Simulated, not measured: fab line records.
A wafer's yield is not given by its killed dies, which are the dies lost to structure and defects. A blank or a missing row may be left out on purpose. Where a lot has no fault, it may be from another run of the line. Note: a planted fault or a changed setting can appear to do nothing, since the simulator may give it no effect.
Comparing a struck lot with a sound one | flow nand_harc | 14 steps out of a route of 1302
Sound: the wafers L266.1, L266.2, L266.5. Wafers L260.1, L260.2, L260.6 were the ones struck. At the end, the cause is stated.
For every step that has rows: the tool of each side, followed by ch and its chambers, followed by its first start. Under that, the readings that differ: sound wafers | struck wafers | difference of the means | sigmas: that difference in standard deviations of wafers without a fault.
alike: same words and numbers on both sides, and readings whose means sit less than 2 such deviations apart. not compared: any withheld reading, any reading some wafer has no value for, any bound like >300 that may hide the same value, and any number with overlapping values for which the record gives no deviation.
The two part at a step that has a row with sigmas, a row that says differs or no value, or rows on one side only. Non-overlapping numbers with no deviation appear without sigmas and do not part them. A reading that every wafer of one side lacks parts them only if that side has two wafers or more.

NHARC_A_CONTACT_OVL_MEAS_09:
  sound: overlay-02 at day 30 21:06; struck: overlay-02 at day 28 07:16
  alike: overlay_x_nm, overlay_y_nm
NHARC_A_CONTACT_INSPECT_10:
  sound: defect_inspect-02 at day 30 21:08; struck: defect_inspect-01 at day 28 07:19
  alike: raw_defect_count
then, 2 steps without rows for these wafers: NHARC_A_CONTACT_DESCUM_13 (chemistry O2, time 3 s); NHARC_A_CONTACT_ETCH_88 (etches the open film in CF4, target depth 39 nm, time 65 s).
NHARC_A_CONTACT_ETCH_89: etches the open film in N2/H2, target depth 260 nm, time 475.3 s.
  sound on rie_diel-12 ch 0,1,3; struck on rie_diel-03 ch 0,1,3
  alike: bias_w, chamber_pressure_mTorr, drypump_motor_current_A, oes_product_au, rf_vpp_V, showerhead_plenum_p_Torr, throttle_valve_pct
  not compared: rf_hours_counter_h
NHARC_A_CONTACT_ETCH_30: etches the open film in CF4/CHF3, target depth 72.6 nm, time 36.3 s.
  sound on rie_diel-12 ch 0,1,3; struck on rie_diel-03 ch 1,2
  alike: bias_w, cf4_flow_sccm, chf3_flow_sccm, drypump_motor_current_A, oes_product_au, rf_vpp_V, showerhead_plenum_p_Torr, throttle_valve_pct
  not compared: rf_hours_counter_h
NHARC_A_CONTACT_ETCH_31: etches the open film in O2/COS, target depth 2800 nm, time 728 s.
  sound on rie_diel-12 ch 0,1,3; struck on rie_diel-03 ch 1,3
  alike: bias_w, chamber_pressure_mTorr, drypump_motor_current_A, oes_product_au, rf_vpp_V, showerhead_plenum_p_Torr, throttle_valve_pct
  not compared: rf_hours_counter_h
then, 1 step without rows for these wafers: NHARC_A_CONTACT_ETCH_134 (etches the open film in C4F8/O2/Ar, time 140 s, target depth 700 nm).
NHARC_A_CONTACT_ETCH_135: etches the open film in C4F8/O2/Ar, time 311 s, target depth 1912 nm.
  sound on har_cap_etch-01 ch 0,1, day 30 22:49; struck on har_cap_etch-03 ch 0,1, day 28 08:53
  reading                | sound             | struck            | difference | sigmas
  oes_air_line_au (a.u.) | 1.024 1.043 1.028 | 0.965 1.034 0.938 | -0.053     | -3
  alike: chamber_pressure_mTorr
  not compared: rf_hours_counter_h
then, 3 steps without rows for these wafers: NHARC_A_CONTACT_ETCH_136 (etches the open film in C4F8/O2/Ar, time 311 s, target depth 1912 nm); NHARC_A_CONTACT_ETCH_137 (etches the open film in C4F8/O2/Ar, time 311 s, target depth 1912 nm); NHARC_A_CONTACT_ETCH_138 (etches the open film in C4F8/O2/Ar, time 311 s, target depth 1914 nm).
NHARC_A_CONTACT_ETCH_139: etches the open film in C4F8/O2/Ar, time 195 s, target depth 840 nm.
  sound on har_cap_etch-01 ch 0,1, day 31 00:22; struck on har_cap_etch-03 ch 0,1, day 28 09:58
  no value came back on the struck wafers for chamber_pressure_mTorr (mTorr), oes_air_line_au (a.u.); on the sound wafers chamber_pressure_mTorr (mTorr) reads 20.017 19.978 19.989
  not compared: rf_hours_counter_h
NHARC_A_CONTACT_ETCH_92: etches the open film in CH3F/O2, target depth 40 nm, time 85.7 s.
  sound on rie_diel-12 ch 1,2, day 31 01:10; struck on rie_diel-12 ch 0,1,2, day 28 10:32
  reading               | sound             | struck            | difference | sigmas
  ch3f_flow_sccm (sccm) | 50.14 50.14 50.15 | 49.81 49.87 49.77 | -0.33      | -2
  alike: bias_w, drypump_motor_current_A, oes_product_au, rf_vpp_V, showerhead_plenum_p_Torr, throttle_valve_pct
  not compared: rf_hours_counter_h

## WHERE THEY PART
Earliest at NHARC_A_CONTACT_ETCH_135; latest, in this record, at NHARC_A_CONTACT_ETCH_92.

WHY: whatever the simulator had introduced
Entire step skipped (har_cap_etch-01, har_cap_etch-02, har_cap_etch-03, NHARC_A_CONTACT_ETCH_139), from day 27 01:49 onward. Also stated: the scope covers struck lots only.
